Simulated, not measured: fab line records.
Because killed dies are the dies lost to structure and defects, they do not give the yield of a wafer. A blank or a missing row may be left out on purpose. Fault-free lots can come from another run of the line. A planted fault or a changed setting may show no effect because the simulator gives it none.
8D (eight disciplines) problem report, filled in by code + flow nandHarc + the parts of the form that need people (team, actions taken, sign-off) are left out

1. THE ISSUE
Wafers without a fault read 188.45 W, standard deviation 0.14; heaterPowerTotalW at NHARC_A_CONTACT_SOFTBAKE_37 reads a mean of 176.83 W on 9 wafers belonging to 3 lots. That is -83 standard deviations from the usual mean.
The step: time 55 s.
The first sign was on wafer L294.2 at day 24 03:00, on lithoTrack-01. Wafers with a number at this step in the record: 39, from 13 lots. By rule, "out" or "out of limits" means more than 4 standard deviations away from the usual mean. All remaining wafers that have a number are taken as sound.

2. WHAT IT IS, AND WHAT IT ISN'T
| question                    | is                     | is not                                                                                                        |
|-----------------------------|------------------------|---------------------------------------------------------------------------------------------------------------|
| which readings at this step | heaterPowerTotalW      | -                                                                                                             |
| which lots                  | L294, L295, L296       | L286, L290, L297, L300, L302, L303, L304, L305, L307, L309                                                    |
| which wafers of those lots  | all that have a number | -                                                                                                             |
| read on which tools         | lithoTrack-01          | lithoTrack-04, lithoTrack-06                                                                                  |
| when                        | from day 24 03:00      | up to then (6 sound wafers); but 24 sound wafers of L297, L300, L302, L303, L304, L305, L307, L309 came after |

3. WHAT RULES OUT EACH SUSPECT
Counting: any tool at a process step up to the reading is kept as a suspect provided that every lot that is out went through it and no sound lot did after the first of them.
- lithoTrack-01 at NHARC_A_CONTACT_SOFTBAKE_37 (time 55 s): ruled out as a lasting fault. Sound lots L303, L305 ran on it after its first lot that is out, L294 (day 24 03:00).
Left after counting: nothing in the record.

4. THE CAUSE (what the simulator had put in)
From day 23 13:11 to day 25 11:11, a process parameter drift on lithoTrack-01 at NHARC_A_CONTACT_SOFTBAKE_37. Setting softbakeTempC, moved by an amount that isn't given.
Counting ruled it out, wrongly.

5. THE CHAIN OF EFFECTS, in route order
Each row: a reading where the mean over the struck wafers with a number is more than 3 standard deviations away from the usual. Scope: only readings with a usual standard deviation given in the record; hours: median across lots of the time from each lot's start at the first step in this table that gives one to its start at this step; sigmas: change in usual standard deviations.
| hours | step                        | reading           | usual    | on struck wafers | change | sigmas |
|-------|-----------------------------|-------------------|----------|------------------|--------|--------|
| 0     | NHARC_A_CONTACT_SOFTBAKE_37 | heaterPowerTotalW | 188.45 W | 176.83           | -11.62 | -83    |
The process steps in it:
- NHARC_A_CONTACT_SOFTBAKE_37: time 55 s.
At these later measuring or inspecting steps, every struck wafer for which the step has a row has a number for every such reading, and none has moved that far: NHARC_END_SORT_01.

6. WHAT WOULD HAVE CAUGHT IT SOONER
14 hours passed between the start of the fault at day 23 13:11 and the first reading out of limits in this record, taken at day 24 03:00.
